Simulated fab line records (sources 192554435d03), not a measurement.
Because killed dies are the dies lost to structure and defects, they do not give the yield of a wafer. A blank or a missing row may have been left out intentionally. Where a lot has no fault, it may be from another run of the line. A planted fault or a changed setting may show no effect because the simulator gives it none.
Chamber matching + flow n5Finfet + pecvd-01 running N5_FIN_SAQP_HM_DEP_72: 3 sister chambers
The step deposits SiO2 from SiH4/N2O, target thk 12 nm, time 7.2 s. 3 wafers are shown with their chamber, then 9 later ones without.

## EACH WAFER AND ITS CHAMBER
| wafer  | chamber | showerheadPlenumPTorr (Torr) |
|--------|---------|------------------------------|
| L085.4 | 0       | 8.13                         |
| L086.4 | 2       | 8.34                         |
| L086.6 | 1       | 8.00                         |

## WAFERS WHOSE CHAMBER IS MISSING
| wafer  | showerheadPlenumPTorr (Torr) |
|--------|------------------------------|
| L093.2 | 8.36                         |
| L093.5 | 8.12                         |
| L093.6 | 8.04                         |
| L094.2 | 8.13                         |
| L094.4 | 8.12                         |
| L094.5 | 8.01                         |
| L096.3 | 8.12                         |
| L096.5 | 8.12                         |
| L096.6 | 8.01                         |

## EACH ONE'S CHAMBER
| wafer  | from the rows above | in truth |
|--------|---------------------|----------|
| L093.2 | 2                   | 2        |
| L093.5 | 0                   | 0        |
| L093.6 | 1                   | 1        |
| L094.2 | 0                   | 0        |
| L094.4 | 0                   | 0        |
| L094.5 | 1                   | 1        |
| L096.3 | 0                   | 0        |
| L096.5 | 0                   | 0        |
| L096.6 | 1                   | 1        |
Correct placement for 9 of the 9. Number that these rows cannot place: 0. Wrongly placed: 0.
How it was worked out, from the rows above alone: a wafer's distance from a chamber is the root of the sum, over the readings, of the square of ((its reading less the chamber's mean) divided by the reading's scatter). If the next closest chamber is less than 2 further off than the closest, the wafer can't be placed; otherwise it belongs to the closest. For every chamber, the mean is computed from those of its wafers that are shown. The scatter: root of mean squared gap, hidden wafer to nearest shown wafer, with one shown wafer a chamber.
